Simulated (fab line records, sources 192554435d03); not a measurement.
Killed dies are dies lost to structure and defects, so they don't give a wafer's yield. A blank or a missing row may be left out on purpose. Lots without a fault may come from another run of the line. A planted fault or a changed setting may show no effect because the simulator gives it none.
Chamber matching | flow n5_finfet | N5_BEOL_M1_CO_CAP_55 on cvd_co-02: 3 sister chambers
The step material Co, precursor CCTBA/H2, target thk 2 nm, time 102.1 s. 33 wafers are shown with their chamber, then 12 later ones without.

WAFERS WITH THEIR CHAMBER
wafer  | chamber | heater_power_w (W)
L074.3 | 1       | 248
L074.4 | 1       | 244
L074.5 | 2       | 232
L076.1 | 0       | 222
L076.2 | 2       | 235
L076.5 | 1       | 239
L079.1 | 2       | 236
L079.2 | 1       | 243
L079.3 | 0       | 218
L079.4 | 0       | 223
L079.5 | 1       | 242
L079.6 | 2       | 230
L080.1 | 1       | 237
L080.4 | 1       | 237
L080.5 | 2       | 234
L078.1 | 0       | 222
L078.4 | 2       | 233
L078.5 | 0       | 224
L081.1 | 0       | 224
L081.2 | 2       | 228
L081.3 | 1       | 235
L081.4 | 0       | 225
L081.5 | 2       | 241
L081.6 | 1       | 239
L082.1 | 0       | 226
L082.4 | 1       | 241
L082.5 | 0       | 226
L083.3 | 0       | 230
L083.5 | 1       | 241
L083.6 | 2       | 236
L090.1 | 1       | 241
L090.2 | 2       | 233
L090.6 | 0       | 220

SIGNATURES (means of the wafers above)
reading        | chamber 0 | chamber 1 | chamber 2 | scatter within a chamber
heater_power_w | 223.64    | 240.58    | 233.80    | 3.45
Rule: a wafer's distance from a chamber is the root of the sum, over the readings, of the square of ((its reading less the chamber's mean) divided by the reading's scatter). The wafer belongs to the nearest chamber; if the next one is less than 2 further off, it can't be placed. The scatter: the root of (the sum of the squares of (reading less its chamber's mean) over the shown wafers, divided by (wafers less chambers)).

WAFERS WITHOUT THEIR CHAMBER
wafer  | heater_power_w (W)
L091.1 | 235
L091.4 | 234
L091.5 | 221
L096.1 | 234
L096.3 | 235
L096.5 | 249
L097.1 | 242
L097.2 | 222
L097.3 | 231
L097.4 | 234
L097.5 | 220
L097.6 | 231

WHICH CHAMBER EACH WENT THROUGH
wafer  | from the rows above          | in truth
L091.1 | can't be placed: 2 or 1      | 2
L091.4 | can't be placed: 2 or 1      | 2
L091.5 | 0                            | 0
L096.1 | can't be placed: 2 or 1      | 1
L096.3 | can't be placed: 2 or 1      | 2
L096.5 | can't be placed: 1 or 2      | 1
L097.1 | can't be placed: 1 or 2      | 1
L097.2 | 0                            | 0
L097.3 | can't be placed: 2 or 0 or 1 | 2
L097.4 | can't be placed: 2 or 1      | 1
L097.5 | 0                            | 0
L097.6 | can't be placed: 2 or 0 or 1 | 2
Placed correctly: 3 of 12. Can't be placed from these rows: 9 (the true chamber is among the candidates in 9). Placed wrongly: 0.
